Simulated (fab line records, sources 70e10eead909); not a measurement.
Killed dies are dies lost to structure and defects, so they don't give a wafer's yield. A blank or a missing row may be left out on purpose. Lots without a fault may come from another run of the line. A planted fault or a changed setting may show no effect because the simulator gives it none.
fab line records | flow nand_harc
record lots=6 wafers=18 last_day=31
route steps=1302 shown A_STAIRCASE@821 END@1302
lots that met no fault: from a run of the same line without faults
start_h: hours from the record's first day to the start of the lot's first wafer shown | wait_h: hours since the lot's step before | " the same as in the row above | L1.1+2: a row that stands for several wafers | - no value, or no start given | * or withheld: withheld | < > ~ a bound
route shown NAME@n: a module of which the file shows steps, and the number in the route of the first | usual: mean/standard deviation of fault-free wafers | same: alike in all rows | chamber/n: place in a boat | sites: the reading at each site | _std_site: their standard deviation | _edge_site: outer sites' mean less inner sites' | radius_mm: how far each site lies from the wafer's centre | mask NAME#n: copy n | behind: the tool/chamber that last shaped the wafer | hold: why the lot was held/for how many hours/how that ended | device: the transistor (n, p or np) that didn't switch | end of line: the same wafers' tests at the end of the route | a step without rows: its recipe alone | killed: dies lost to structure and defects at the first sort, not the wafer's yield | map: a wafer's dies, x killed, . not, _ none there
set.NAME: the setting as run; set.NAME@STEP: as run at that earlier step | model.NAME: the simulator's own value behind a step, which no gauge read
lots at some steps of the route; a table a step, a row a wafer
services: from which hour (start_h, from the record's first day; less than 0 if before it) a tool's chamber was out of use, for how many hours, and why
## steps
# step NHARC_A_STAIRCASE_HMDS_303
# recipe time_s=30
# step NHARC_A_STAIRCASE_COAT_304
# recipe spin_rpm=1200
# step NHARC_A_STAIRCASE_SOFTBAKE_305
# recipe temp_c=135 time_s=170
# step NHARC_A_STAIRCASE_EBR_306
# step NHARC_A_STAIRCASE_EXPOSE_307
# recipe na=0.5 dose_mj=45.72 mask_id=CHOP_50
# step NHARC_A_STAIRCASE_PEB_308
# recipe peb_temp_c=115 peb_time_s=130
# step NHARC_A_STAIRCASE_DEVELOP_309
# recipe time_s=140
# step NHARC_A_STAIRCASE_HARDBAKE_311
# recipe temp_c=120 time_s=140
# step NHARC_A_STAIRCASE_DESCUM_312
# recipe time_s=3 o2_flow_sccm=200 ar_flow_sccm=0 bias_power_w=0 chemistry=O2
# step NHARC_A_STAIRCASE_ETCH_313
# recipe cf4_flow_sccm=100 chf3_flow_sccm=30 ar_flow_sccm=0 rf_w=500 bias_w=200 chemistry=CF4/CHF3
# step NHARC_A_STAIRCASE_HM_OPEN_463
# recipe o2_flow_sccm=400 cos_flow_sccm=20 ar_flow_sccm=0 rf_w=500 bias_w=300 chemistry=O2/COS
# usual cos_flow_sccm=20.00/0.064 drypump_motor_current_A=5.5/0.64 oes_product_au=0.997/0.01 rf_vpp_V=466.6/2.8 showerhead_plenum_p_Torr=3.09/0.13 throttle_valve_pct=28.329/0.0093
# columns lot.wafer tool chamber start_h wait_h cos_flow_sccm drypump_motor_current_A oes_product_au rf_hours_counter_h rf_vpp_V showerhead_plenum_p_Torr throttle_valve_pct
L828.3 rie_diel-01 1 - - 20.06 6.7 0.998 1 467.9 3.16 28.340
L828.1 " 3 " " 20.01 4.9 0.996 1 464.2 2.97 28.339
L828.6 " 1 " " 20.04 6.8 1.013 - 466.7 3.16 28.336
L830.4 rie_diel-05 0 - - 20.12 5.3 1.000 2 466.2 3.07 28.323
L830.5 " 3 " " 19.94 4.9 0.994 - 470.7 3.37 28.339
L830.6 " 0 " " 19.99 5.3 1.004 - 467.3 3.07 28.320
L831.1 rie_diel-01 0 - - 20.04 5.5 0.998 13 467.5 3.11 28.315
L831.3 " 2 " " 19.93 5.7 0.980 12 466.2 3.10 28.319
L831.5 " 0 " " 20.05 5.5 1.007 - 466.9 3.11 28.335
L838.4 rie_diel-01 1 - - 20.01 6.8 1.003 31 467.7 3.14 28.303
L838.1 " 2 " " 19.89 5.7 0.979 32 467.8 3.09 28.331
L838.6 " 0 " " 20.06 5.5 0.993 - 467.0 3.11 28.329
L839.4 rie_diel-06 0 - - 20.06 5.6 1.011 14 469.5 3.23 28.325
L839.1 " 1 " " 20.03 5.5 1.004 13 470.0 3.17 28.326
L839.2 " 2 " " 19.96 5.0 1.000 13 466.6 3.06 28.355
L844.1 rie_diel-05 1 - - 20.00 4.8 1.000 43 464.8 2.97 28.322
L844.4 " 3 " " 19.97 4.9 0.988 46 470.9 3.35 28.324
L844.3 " 0 " " 20.06 5.3 1.004 44 465.1 3.05 28.318
# step NHARC_A_STAIRCASE_STRIP_464
# recipe o2_flow_sccm=400 cos_flow_sccm=20 ar_flow_sccm=0 bias_w=0 chemistry=O2/COS
# columns lot.wafer tool chamber start_h wait_h
L828.1+3+6 rie_diel-01 1,0,2 393.78 -
L830.4+5+6 rie_diel-05 0,0,1 425.88 -
L831.1+3+5 rie_diel-01 1,2,3 430.83 -
L838.1+4+6 rie_diel-01 2,3,3 496.55 -
L839.4+1+2 rie_diel-06 2,3,0 531.76 -
L844.4+1+3 rie_diel-05 0,1,3 567.15 -
# step NHARC_A_STAIRCASE_ETCH_453
# recipe target_depth_a=300 overetch_a=30 time_s=16.5 ion_energy_ev=100 cf4_flow_sccm=80 o2_flow_sccm=20 ar_flow_sccm=0 rf_w=300 bias_w=100 chemistry=CF4/O2
# step NHARC_A_STAIRCASE_ETCH_315
# recipe target_depth_a=25000 time_s=607.1 ion_energy_ev=800 c4f8_flow_sccm=80 o2_flow_sccm=60 ar_flow_sccm=withheld rf_w=600 bias_w=3000 chemistry=C4F8/O2/Ar
# step NHARC_A_STAIRCASE_STRIP_316
# recipe o2_flow_sccm=500 ar_flow_sccm=0 bias_w=0 chemistry=O2
# usual drypump_motor_current_A=5.5/0.64 oes_product_au=0.997/0.01 rf_vpp_V=57.8/0.88 showerhead_plenum_p_Torr=3.49/0.14 throttle_valve_pct=17.038/0.0098
# columns lot.wafer tool chamber start_h wait_h drypump_motor_current_A oes_product_au rf_hours_counter_h rf_vpp_V showerhead_plenum_p_Torr throttle_valve_pct
L828.3 rie_diel-01 3 - - 4.9 0.994 1 57.9 3.36 17.036
L828.1 " 0 " " 5.5 0.994 1 58.2 3.53 17.039
L828.6 " 0 " " 5.5 1.002 - 58.5 3.53 17.058
L830.4 rie_diel-05 0 - - 5.3 0.999 3 59.0 3.47 17.021
L830.6 " 2 " " 6.3 0.993 - 60.0 3.41 17.036
L830.5 " 3 " " 4.9 1.001 - 57.5 3.81 17.035
L831.3 rie_diel-01 0 - - 5.5 1.011 14 58.1 3.52 17.030
L831.1 " 1 " " 6.7 1.004 14 58.1 3.56 17.042
L831.5 " 2 " " 5.6 0.983 - 57.5 3.51 17.029
L838.1 rie_diel-01 2 - - 5.7 0.984 33 56.9 3.49 17.038
L838.4 " 0 " " 5.5 1.003 34 58.6 3.51 17.057
L838.6 " 3 " " 4.9 0.991 - 57.1 3.34 17.040
L839.4 rie_diel-06 0 - - 5.7 0.994 14 57.4 3.65 17.054
L839.1 " 1 " " 5.5 1.002 13 59.3 3.58 17.049
L839.2 " 3 " " 6.5 0.999 15 58.6 3.80 17.040
L844.1 rie_diel-05 3 - - 5.0 0.989 47 59.3 3.78 17.034
L844.3 " 1 " " 4.8 1.004 44 57.1 3.36 17.036
L844.4 " 2 " " 6.3 0.991 45 56.6 3.39 17.023
# step NHARC_A_STAIRCASE_STRIP_317
# recipe time_s=900 temp_c=130 chemistry=SPM
# step NHARC_A_STAIRCASE_PRECLEAN_318
# recipe time_s=* temp_c=50 bath_age_min=0 chemistry=SC1
# step NHARC_A_STAIRCASE_SRD_329
# step NHARC_A_STAIRCASE_ALD_415
# recipe target_thk_a=300 pulse_time_s=6 ald_cycles=300 temp_c=300 material=SiO2
# step NHARC_A_STAIRCASE_ETCHBACK_416
# recipe target_depth_a=360 time_s=7.2 c4f8_flow_sccm=withheld o2_flow_sccm=8 ar_flow_sccm=withheld rf_w=600 bias_w=800 chemistry=C4F8/O2/Ar
# step NHARC_A_STAIRCASE_STRIP_476
# recipe time_s=20 o2_flow_sccm=500 ar_flow_sccm=0 bias_w=0 chemistry=O2
# usual drypump_motor_current_A=5.6/0.62 oes_product_au=0.999/0.011 rf_vpp_V=57.8/0.92 showerhead_plenum_p_Torr=3.52/0.13 throttle_valve_pct=17.036/0.0098
# columns lot.wafer tool chamber start_h wait_h drypump_motor_current_A oes_product_au rf_hours_counter_h rf_vpp_V showerhead_plenum_p_Torr throttle_valve_pct
L828.1 rie_diel-06 1 397.33 0.1 5.5 0.990 28 57.8 3.61 17.032
L828.3 " 3 " " 6.5 0.998 31 57.0 3.30 17.020
L828.6 " 1 " " 5.5 0.977 - 56.0 3.61 17.033
L830.4 rie_diel-01 0 429.46 0.1 5.5 0.998 13 57.4 3.52 17.038
L830.6 " 1 " " 6.7 1.002 - 57.6 3.56 17.038
L830.5 " 2 " " 5.7 0.972 - 58.3 3.51 17.036
L831.1 rie_diel-05 1 434.41 0.1 4.8 1.023 4 57.3 3.38 17.045
L831.3 " 0 " " 5.3 1.002 4 58.4 3.47 17.039
L831.5 " 1 " " 4.8 1.013 - 57.0 3.38 17.026
L838.1 rie_diel-05 2 500.11 0.1 6.3 0.997 23 55.7 3.40 17.039
L838.4 " 1 " " 4.8 1.012 22 56.8 3.37 17.047
L838.6 " 3 " " 4.9 0.993 - 58.1 3.79 17.031
L839.2 rie_diel-06 2 537.24 0.1 5.0 1.005 14 57.9 3.46 17.037
L839.1 " 3 " " 6.5 1.004 16 58.8 3.80 17.046
L839.4 " 0 " " 5.7 1.002 15 58.2 3.65 17.018
L844.3 rie_diel-01 3 570.97 0.1 4.9 0.984 2 56.2 3.33 17.053
L844.1 " 0 " " 5.5 1.004 4 58.2 3.49 17.038
L844.4 " 1 " " 6.7 1.013 4 57.8 3.54 17.006
# step NHARC_A_STAIRCASE_DEP_417
# recipe target_thk_a=600 step_coverage_pct=20 temp_c=400 target_thk_nm=60 flow_sccm=200 rf_w=450 material=Si3N4
# usual heater_power_outer_w=413/56 heater_power_w=701/83 susceptor_temp_C=399.99/0.22
# columns lot.wafer tool chamber start_h wait_h heater_power_outer_w heater_power_w susceptor_temp_C
L828.3 pecvd-03 2 397.46 - 463 783 399.81
L828.1 " 0 " " 320 543 399.54
L828.6 " 1 " " 409 690 400.02
L830.6 pecvd-01 0 429.68 - 415 693 399.66
L830.5 " 1 " " 417 737 400.02
L830.4 " 2 " " 517 826 399.50
L831.1 pecvd-04 0 434.50 - 474 756 400.06
L831.3 " 1 " " 477 772 400.39
L831.5 " 2 " " 425 710 400.00
L838.1 pecvd-04 0 500.21 - 432 723 399.82
L838.6 " 0 " " 447 720 399.97
L838.4 " 2 " " 362 638 399.74
L839.1 pecvd-01 1 537.33 - 429 779 400.31
L839.2 " 2 " " 414 674 400.54
L839.4 " 0 " " 306 553 399.58
L844.3 pecvd-01 2 571.07 - 450 759 400.21
L844.1 " 1 " " 334 638 399.79
L844.4 " 1 " " 340 638 400.15
# step NHARC_A_STAIRCASE_WET_418
# recipe temp_c=160 target_depth_a=200 chemistry=H3PO4
# step NHARC_A_STAIRCASE_PRECLEAN_419
# recipe time_s=* temp_c=50 bath_age_min=0 chemistry=SC1
# step NHARC_A_STAIRCASE_SRD_421
# step NHARC_A_STAIRCASE_ALD_420
# recipe target_thk_a=200 pulse_time_s=6 ald_cycles=200 temp_c=300 material=SiO2
# step NHARC_A_STAIRCASE_CVD_552
# recipe target_thk_a=400 temp_c=700 pressure_mtorr=300 material=SiNx
# step NHARC_A_STAIRCASE_DEP_151
# recipe target_thk_a=72000 temp_c=400 target_thk_nm=7200 teos_flow_sccm=200 rf_w=500 material=SiO2
# step NHARC_A_STAIRCASE_ANNEAL_320
# recipe temp_c=750 time_s=1800
# step NHARC_A_STAIRCASE_DEP_322
# recipe target_thk_a=72000 temp_c=400 target_thk_nm=7200 teos_flow_sccm=200 rf_w=500 material=SiO2
# step NHARC_A_STAIRCASE_ANNEAL_323
# recipe temp_c=750 time_s=1800
# step NHARC_A_STAIRCASE_DEP_325
# recipe target_thk_a=72000 temp_c=400 target_thk_nm=7200 teos_flow_sccm=200 rf_w=500 material=SiO2
# usual heater_power_outer_w=372/65 heater_power_w=643/93 susceptor_temp_C=400.00/0.2
# columns lot.wafer tool chamber start_h wait_h heater_power_outer_w heater_power_w susceptor_temp_C
L828.3 pecvd-04 0 428.90 0.2 421 706 400.21
L828.1 " 1 " " 552 880 399.78
L828.6 " 0 " " 347 627 399.99
L830.6 pecvd-03 2 455.89 0.3 354 615 400.09
L830.4 " 0 " " 273 494 400.35
L830.5 " 1 " " 323 583 399.81
L831.1 pecvd-03 1 459.95 0.1 358 621 399.81
L831.3 " 0 " " 301 513 399.86
L831.5 " 1 " " 313 585 399.89
L838.1 pecvd-03 0 523.32 0.3 352 576 399.98
L838.6 " 1 " " 318 584 400.52
L838.4 " 0 " " 281 489 400.18
L839.2 pecvd-04 1 559.67 0.1 479 802 399.91
L839.1 " 0 " " 378 650 400.72
L839.4 " 1 " " 463 761 400.07
L844.3 pecvd-03 2 601.17 0.1 472 784 400.12
L844.1 " 0 " " 335 571 400.19
L844.4 " 0 " " 295 521 400.14
# step NHARC_A_STAIRCASE_ANNEAL_326
# recipe temp_c=750 time_s=1800
# step NHARC_A_STAIRCASE_DEHYDRATE_433
# recipe temp_c=150 time_s=120
# step NHARC_A_STAIRCASE_HMDS_434
# recipe time_s=30
# step NHARC_A_STAIRCASE_COAT_435
# recipe spin_rpm=1200
# step NHARC_A_STAIRCASE_SOFTBAKE_436
# recipe temp_c=135 time_s=170
# step NHARC_END_SORT_01
# recipe temp_c=25
# usual killed_at_array=53/19 killed_at_other=0.7/1.1 killed_at_periphery=4.2/2.7 killed_dies=58/18 killed_open=3.1/1.9 killed_short=2.5/1.6
# same gross_dies=677
# columns lot.wafer tool chamber start_h wait_h killed_at_array killed_at_other killed_at_periphery killed_dies killed_open killed_short
L828.1 prober-02 0 579.30 2.5 122 2 0 124 1 2
L828.3 prober-02 0 580.91 3.1 124 1 1 126 0 1
L828.6 prober-02 0 583.33 4.0 183 1 2 186 2 4
L831.1 prober-02 0 596.30 2.5 69 1 7 77 3 1
L831.3 prober-02 0 597.92 3.1 128 2 3 133 3 1
L831.5 prober-02 0 599.53 3.7 159 1 2 162 4 3
# killed by level:class
L828.1 A_STAIRCASE:unspecified=45 A_CHANNEL_HOLE_D2:chamber_film_flake=25 A_SLIT:chamber_film_flake=22 A_CHANNEL_HOLE_D1:chamber_film_flake=20 A_CONTACT:chamber_film_flake=4 A_STAIRCASE:chamber_film_flake=2 THIN_TSV:chamber_film_flake=2 A_CHANNEL_FILL_D2:geometric_particle:open=1
L828.3 A_STAIRCASE:unspecified=69 A_CHANNEL_HOLE_D2:chamber_film_flake=24 A_SLIT:chamber_film_flake=22 A_CHANNEL_HOLE_D1:chamber_film_flake=4 A_STAIRCASE:chamber_film_flake=3 A_CONTACT:chamber_film_flake=2 P_BONDPAD:chamber_film_flake=1 STARTING-WAFER:geometric_particle:short=1
L828.6 A_STAIRCASE:unspecified=103 A_CHANNEL_HOLE_D1:chamber_film_flake=24 A_CHANNEL_HOLE_D2:chamber_film_flake=22 A_SLIT:chamber_film_flake=22 A_STAIRCASE:chamber_film_flake=3 A_CHANNEL_FILL_D1:geometric_particle:short=2 A_CONTACT:chamber_film_flake=2 P_M0:geometric_particle:open=1
L831.1 A_STAIRCASE:unspecified=38 A_CHANNEL_HOLE_D1:chamber_film_flake=10 A_CONTACT:chamber_film_flake=8 A_CHANNEL_HOLE_D2:chamber_film_flake=6 A_STAIRCASE:chamber_film_flake=4 P_CONTACT:geometric_particle:open=2 P_STI:chamber_film_flake=2 A_CHANNEL_FILL_D1:chamber_film_flake=2
L831.3 A_STAIRCASE:unspecified=95 A_CONTACT:chamber_film_flake=9 A_CHANNEL_HOLE_D1:chamber_film_flake=8 A_CHANNEL_HOLE_D2:chamber_film_flake=7 A_CHANNEL_FILL_D1:chamber_film_flake=3 P_GATE:chamber_film_flake=2 A_STAIRCASE:chamber_film_flake=2 THIN_TSV:chamber_film_flake=2
L831.5 A_STAIRCASE:unspecified=109 A_CONTACT:chamber_film_flake=15 A_CHANNEL_HOLE_D2:chamber_film_flake=14 A_CHANNEL_HOLE_D1:chamber_film_flake=8 A_STAIRCASE:chamber_film_flake=3 A_CHANNEL_FILL_D2:geometric_particle:open=2 A_WL_FILL:geometric_particle:short=2 A_SLIT:chamber_film_flake=2
# map L828.6 (x killed, . not)
____________.____________
_________.x....._________
_______..........._______
______.............______
_____..x............_____
____x...x...x........____
____x.........x......____
___........x..x.......___
___.....x.xxxxxxx...xx___
__........xxxxxx....xxx__
__.......xxxxxxxxx.xxxx__
_.........xxxxxxx..xxxxx_
_.......xxxxxxxxxx..x..x_
_.......xxxxxxxxxx.xx.x._
_........xxxxxxxxx.xx.x._
_.......x.xxxxxxxxx..x.._
.........xxxxxxxx........
.........xxxxxxxx........
...........xxxxxx........
.........x.xxxxx.........
............x..x.........
_........x..x..........._
_............x.........._
_..........x............_
_......................._
_............x.........._
__........xx......x....__
__.....xx..............__
___....xx.x.x.........___
___...x.xxxxx..x......___
____..xxxxxxx......x.____
____...xxxxxx........____
_____..xxxxxxxx....._____
______xxxx.xx......______
_______xxxx......._______
_________x.x...._________
____________.____________
# map L831.5 (x killed, . not)
____________.____________
_________......._________
_______..x...xx..._______
______.........x...______
_____........x..xxx._____
____....x...x.x......____
____.........xx......____
___..........xx.......___
___...............x...___
__............x........__
__............x......x.__
_............xxxx......._
_......................x_
_...........x..x..x....._
_.................x....._
_.........xxx.x..x......_
........xxx.xx..x........
........xxxxxx...........
......xxxxxxxxx..........
.....x..xxxxxx.xx......x.
......xxxxxxxxxx.........
_.....xxxxxxxxxx........_
_....xxxxxxxxxx.x......._
_......xxxxxxxx........._
_....x.xxxxxxxxx........_
_.....xxxxxxxxx...x....._
__......xxxxx..........__
__....x.xxxxx.....x....__
___....xxxxx..x.x..x..___
___....xx.x.x...x.....___
____....x..xxx.x...x.____
____..........x....x.____
_____......xx....x.._____
______.......x.x...______
_______..........._______
_________...x..._________
____________.____________
## services
# columns tool chamber start_h hours kind
rie_diel-01 - 377.14 1.4 repair
rie_diel-01 - 381.26 9.0 pm
rie_diel-01 0 381.26 9.0 vent_cycle
rie_diel-01 1 381.26 9.0 vent_cycle
rie_diel-01 2 381.26 9.0 vent_cycle
rie_diel-01 3 381.26 9.0 vent_cycle
rie_diel-01 0 390.26 - clean
rie_diel-01 1 390.26 - clean
rie_diel-01 2 390.26 - clean
rie_diel-01 3 390.26 - clean
rie_diel-06 - 402.50 0.5 repair
rie_diel-05 - 406.63 9.0 pm
rie_diel-01 0 414.83 - clean
rie_diel-01 1 441.49 7.4 repair
pecvd-04 - 450.41 13.0 pm
rie_diel-06 - 484.25 9.0 pm
pecvd-01 - 492.18 13.0 pm
pecvd-04 - 505.78 0.5 repair
rie_diel-05 2 524.64 1.5 repair
rie_diel-01 3 528.71 7.8 repair
pecvd-03 - 547.30 13.0 pm
rie_diel-01 - 558.26 9.0 pm
rie_diel-05 - 583.68 9.0 pm
rie_diel-06 0 595.74 4.3 repair
## key
first_sign step=NHARC_END_SORT_01 reading=killed_at_array direction=up sigmas=4.2 usual=53 struck=131 wafers_moved=5
effect step=NHARC_END_SORT_01 reading=killed_dies direction=up sigmas=4.2 usual=58 struck=135 wafers_moved=5
more_kills_born_at NHARC_A_STAIRCASE_STRIP_464@rie_diel-01=457
met_at NHARC_A_STAIRCASE_STRIP_464
struck_wafers L828.1,L828.3,L828.6,L831.1,L831.3,L831.5
tester_left_out L828,L831
fault kind=chamber_particle_source tool=rie_diel-01 chamber=- onset_h=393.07 steps=NHARC_A_STAIRCASE_STRIP_464 rate_per_visit_cm2=1.7106 end_h=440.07
# tester_left_out: of these lots the tester's yield and bins aren't shown, on N5 and GAA mostly nor the transistor test; their killed dies are dies lost to structure and defects alone, not to doping, threshold or leakage, so they don't give the yield
